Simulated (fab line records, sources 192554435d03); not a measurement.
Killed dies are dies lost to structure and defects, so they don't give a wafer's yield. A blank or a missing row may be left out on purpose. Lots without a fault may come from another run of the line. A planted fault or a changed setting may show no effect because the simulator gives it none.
Which tool did it? | flow n5_finfet | 8 lots, 24 wafers sampled, at 5 steps of a route of 1938

WHAT THE GAUGES READ, wafer by wafer
N5_BEOL_M3_OCD_MEAS_38.
lot  | measured     | on     | trench_depth_nm (nm)
L372 | day 7 07:17  | ocd-01 | 55.1 54.3 55.5
L373 | day 7 20:17  | ocd-01 | 54.8 55.2 55.4
L374 | day 7 19:49  | ocd-01 | 54.9 55.3 55.4
L375 | day 8 10:20  | ocd-02 | 54.6 54.9 55.4
L378 | day 8 23:54  | ocd-02 | 56.3 56.1 53.7
L379 | day 9 07:20  | ocd-01 | 61.7 56.7 55.8
L394 | day 12 22:17 | ocd-01 | 55.3 56.3 56.9
L393 | day 13 06:30 | ocd-02 | 54.4 55.0 53.9

WHICH TOOL RAN EACH LOT (tool, then ch and the chambers of the sampled wafers, then the start)
lot  | N5_BEOL_M3_STRIP_66                | N5_BEOL_M3_ALD_98                 | N5_BEOL_M3_VIA_ETCH_34             | N5_BEOL_M3_TRENCH_ETCH_37
L372 | rie_diel-02 ch 2,3, day 7 05:29    | ald_sin-04 ch 0,1,3, day 7 06:34  | rie_diel-02 ch 0,3, day 7 07:02    | rie_diel-02 ch 0,3, day 7 07:08
L373 | rie_diel-02 ch 0,2,3, day 7 12:07  | ald_sin-04 ch 0,2,3, day 7 14:32  | rie_diel-01 ch 0,1,3, day 7 20:02  | rie_diel-01 ch 0,1,3, day 7 20:08
L374 | rie_diel-06 ch 0,1,3, day 7 13:06  | ald_sin-04 ch 0,2, day 7 14:37    | rie_diel-01 ch 0,2,3, day 7 19:34  | rie_diel-01 ch 0,2,3, day 7 19:40
L375 | rie_diel-06 ch 0,2, day 8 05:07    | ald_sin-04 ch 2,3, day 8 06:07    | rie_diel-02 ch 0,1,3, day 8 10:05  | rie_diel-02 ch 0,1,3, day 8 10:11
L378 | rie_diel-02 ch 0,1,3, day 8 16:36  | ald_sin-04 ch 0,2,3, day 8 17:32  | rie_diel-06 ch 0,2,3, day 8 23:38  | rie_diel-06 ch 0,2,3, day 8 23:44
L379 | rie_diel-06 ch 1,3, day 9 05:00    | ald_sin-01 ch 0,3, day 9 05:57    | rie_diel-02 ch 0,1,2, day 9 07:05  | rie_diel-02 ch 0,1,2, day 9 07:11
L394 | rie_diel-01 ch 0,1,2, day 12 14:59 | ald_sin-02 ch 0,1,3, day 12 16:23 | rie_diel-02 ch 1,2,3, day 12 22:02 | rie_diel-02 ch 1,2,3, day 12 22:08
L393 | rie_diel-01 ch 0,1,3, day 12 23:41 | ald_sin-02 ch 0,1,2, day 13 00:35 | rie_diel-01 ch 1,3, day 13 06:15   | rie_diel-01 ch 1,3, day 13 06:21
- N5_BEOL_M3_STRIP_66: strips in CF4.
- N5_BEOL_M3_ALD_98: deposits SiO2, target thk 2.5 nm, pulse time 1 s, co reactant pulse time 1 s.
- N5_BEOL_M3_VIA_ETCH_34: etches the open film in C4F6/O2, target depth 69.4 nm, time 65.9 s.
- N5_BEOL_M3_TRENCH_ETCH_37: etches SiOC in C4F6/O2, target depth 55.555 nm, time 29.2 s.

THE ANSWER, worked out from the rows above alone
Rule: what is usual is taken from the lots themselves. Put in order of their means at a reading, lots are off if they are a third of the lots or fewer, leave a main group of 4 or more, and stand apart from it by a gap of 3 or more times the standard deviation of the main group's means; of several such gaps the widest counts. A main group whose means are all the same, to the digits that the tables above print for the reading, isn't used. A lot without any number at a reading at which 4 lots or more have one is off too. The other lots that the step has rows for count as sound.
Off: L379, at N5_BEOL_M3_OCD_MEAS_38 (trench_depth_nm). The main group: mean 55.2 nm, standard deviation 0.49.
A tool fits if, at a process step before that reading, it ran every lot that is off, and no sound lot after the first of them. The gauges at N5_BEOL_M3_OCD_MEAS_38 are tried like those tools. Can't be told from this: 2 tools fit, rie_diel-06 at N5_BEOL_M3_STRIP_66, ald_sin-01 at N5_BEOL_M3_ALD_98.

WHAT THE SIMULATOR HAD PUT IN
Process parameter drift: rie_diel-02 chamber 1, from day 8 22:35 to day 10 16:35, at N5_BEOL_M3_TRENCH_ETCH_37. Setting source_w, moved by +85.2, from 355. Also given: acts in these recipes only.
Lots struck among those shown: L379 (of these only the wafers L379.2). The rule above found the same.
